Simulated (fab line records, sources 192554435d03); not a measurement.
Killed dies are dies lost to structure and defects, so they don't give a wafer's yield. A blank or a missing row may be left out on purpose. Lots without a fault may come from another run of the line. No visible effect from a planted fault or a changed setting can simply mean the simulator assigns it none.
Split-lot study || flow n5Finfet || 21 wafers read across 7 lots, on a route 1938 steps long

== ABOUT THE SPLIT ==
At N5_ZERO_LAYER_ETCH_18 (etches Si in HBr/Cl2, target depth 120 nm, time 40 s), the setting icpW was moved away from the recipe's 800 W on 5 of the 21 wafers read, by -6.7% to +16.7%. All remaining wafers had this setting at the recipe value.

Reading taken at the split's own step.

== THE READING ==
ZERO_LAYER.featureDepthNm (the simulator's own value, which no gauge read), in nm, at N5_ZERO_LAYER_ETCH_18 (etches Si in HBr/Cl2, target depth 120 nm, time 40 s). The file does not state a usual value for it. The 16 wafers here that ran the recipe average 120.3 nm, standard deviation 1.5 nm.

{"wafer": "L076.2", "tool, chamber at the split": "rieSi-06, 1", "icpW as run, W": 746.2, "against the recipe": "-6.7%", "ZERO_LAYER.featureDepthNm, nm": 115.2, "against lot-mates on the recipe": -3.1}
{"wafer": "L076.4", "tool, chamber at the split": "rieSi-06, 0", "icpW as run, W": 800, "against the recipe": "recipe", "ZERO_LAYER.featureDepthNm, nm": 118.3, "against lot-mates on the recipe": "-"}
{"wafer": "L076.6", "tool, chamber at the split": "rieSi-06, 1", "icpW as run, W": 746.2, "against the recipe": "-6.7%", "ZERO_LAYER.featureDepthNm, nm": 114.1, "against lot-mates on the recipe": -4.2}
{"wafer": "L078.1", "tool, chamber at the split": "rieSi-05, 0", "icpW as run, W": 800, "against the recipe": "recipe", "ZERO_LAYER.featureDepthNm, nm": 120.1, "against lot-mates on the recipe": "-"}
{"wafer": "L078.3", "tool, chamber at the split": "rieSi-05, 2", "icpW as run, W": 933.8, "against the recipe": "+16.7%", "ZERO_LAYER.featureDepthNm, nm": 132.6, "against lot-mates on the recipe": "+12.5"}
{"wafer": "L078.6", "tool, chamber at the split": "rieSi-05, 3", "icpW as run, W": 933.8, "against the recipe": "+16.7%", "ZERO_LAYER.featureDepthNm, nm": 131.2, "against lot-mates on the recipe": "+11.1"}
{"wafer": "L079.2", "tool, chamber at the split": "rieSi-01, 3", "icpW as run, W": 800, "against the recipe": "recipe", "ZERO_LAYER.featureDepthNm, nm": 119.6, "against lot-mates on the recipe": "-"}
{"wafer": "L079.5", "tool, chamber at the split": "rieSi-01, 2", "icpW as run, W": 876.9, "against the recipe": "+9.6%", "ZERO_LAYER.featureDepthNm, nm": 123.9, "against lot-mates on the recipe": "+4.6"}
{"wafer": "L079.6", "tool, chamber at the split": "rieSi-01, 3", "icpW as run, W": 800, "against the recipe": "recipe", "ZERO_LAYER.featureDepthNm, nm": 119.1, "against lot-mates on the recipe": "-"}
{"wafer": "L083.3", "tool, chamber at the split": "rieSi-05, 1", "icpW as run, W": 800, "against the recipe": "recipe", "ZERO_LAYER.featureDepthNm, nm": 121.6, "against lot-mates on the recipe": "-"}
{"wafer": "L083.5", "tool, chamber at the split": "rieSi-05, 0", "icpW as run, W": 800, "against the recipe": "recipe", "ZERO_LAYER.featureDepthNm, nm": 118.9, "against lot-mates on the recipe": "-"}
{"wafer": "L083.6", "tool, chamber at the split": "rieSi-05, 3", "icpW as run, W": 800, "against the recipe": "recipe", "ZERO_LAYER.featureDepthNm, nm": 122.1, "against lot-mates on the recipe": "-"}
{"wafer": "L086.1", "tool, chamber at the split": "rieSi-06, 3", "icpW as run, W": 800, "against the recipe": "recipe", "ZERO_LAYER.featureDepthNm, nm": 117.4, "against lot-mates on the recipe": "-"}
{"wafer": "L086.5", "tool, chamber at the split": "rieSi-06, 0", "icpW as run, W": 800, "against the recipe": "recipe", "ZERO_LAYER.featureDepthNm, nm": 119.9, "against lot-mates on the recipe": "-"}
{"wafer": "L086.6", "tool, chamber at the split": "rieSi-06, 1", "icpW as run, W": 800, "against the recipe": "recipe", "ZERO_LAYER.featureDepthNm, nm": 121.7, "against lot-mates on the recipe": "-"}
{"wafer": "L094.2", "tool, chamber at the split": "rieSi-06, 1", "icpW as run, W": 800, "against the recipe": "recipe", "ZERO_LAYER.featureDepthNm, nm": 120.6, "against lot-mates on the recipe": "-"}
{"wafer": "L094.3", "tool, chamber at the split": "rieSi-06, 0", "icpW as run, W": 800, "against the recipe": "recipe", "ZERO_LAYER.featureDepthNm, nm": 119.7, "against lot-mates on the recipe": "-"}
{"wafer": "L094.6", "tool, chamber at the split": "rieSi-06, 1", "icpW as run, W": 800, "against the recipe": "recipe", "ZERO_LAYER.featureDepthNm, nm": 120.2, "against lot-mates on the recipe": "-"}
{"wafer": "L096.2", "tool, chamber at the split": "rieSi-05, 1", "icpW as run, W": 800, "against the recipe": "recipe", "ZERO_LAYER.featureDepthNm, nm": 122.7, "against lot-mates on the recipe": "-"}
{"wafer": "L096.5", "tool, chamber at the split": "rieSi-05, 1", "icpW as run, W": 800, "against the recipe": "recipe", "ZERO_LAYER.featureDepthNm, nm": 123.1, "against lot-mates on the recipe": "-"}
{"wafer": "L096.6", "tool, chamber at the split": "rieSi-05, 0", "icpW as run, W": 800, "against the recipe": "recipe", "ZERO_LAYER.featureDepthNm, nm": 119.7, "against lot-mates on the recipe": "-"}

FIT RESULTS
A straight line over all 21 wafers: ZERO_LAYER.featureDepthNm changes by +0.681 nm for each +1% of icpW; r = +0.93; the points scatter about the line by 1.6 nm.
The same after taking each lot's own level away (the mean of its wafers on the recipe; 21 wafers): +0.654 nm for each +1%; r = +0.95; scatter 1.3 nm.
According to that fit, moving icpW by its largest amount changes the reading by 11 nm.
The span of the lots' own levels, 118.30 to 121.83 nm, comes to 2.3 times the standard deviation stated above.
The two slopes are in agreement: the lot-to-lot level therefore moves the slope only a little.
Check: +10.1 nm against its lot-mates is what the line predicts for one of the wafers moved furthest among these (+16.7%) when that wafer is left out of the fit. It came out at +12.5 nm against them.

== THE WHOLE CHAIN: every reading that the file lists as answering this split, in the file's order ==
{"step": "N5_ZERO_LAYER_ETCH_18", "what it does": "etches Si in HBr/Cl2, target depth 120 nm, time 40 s", "reading": "etch.depthNm (the simulator's own value, which no gauge read)", "change (the file's fit)": "+0.635 nm for each +1% of the setting", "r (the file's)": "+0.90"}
{"step": "N5_ZERO_LAYER_ETCH_18", "what it does": "etches Si in HBr/Cl2, target depth 120 nm, time 40 s", "reading": "ZERO_LAYER.featureDepthNm (the simulator's own value, which no gauge read)", "change (the file's fit)": "+0.635 nm for each +1% of the setting", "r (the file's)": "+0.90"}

== THE FILE'S OWN FIT ==
ZERO_LAYER.featureDepthNm changes by +0.635 nm for each +1% of icpW, r = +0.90.
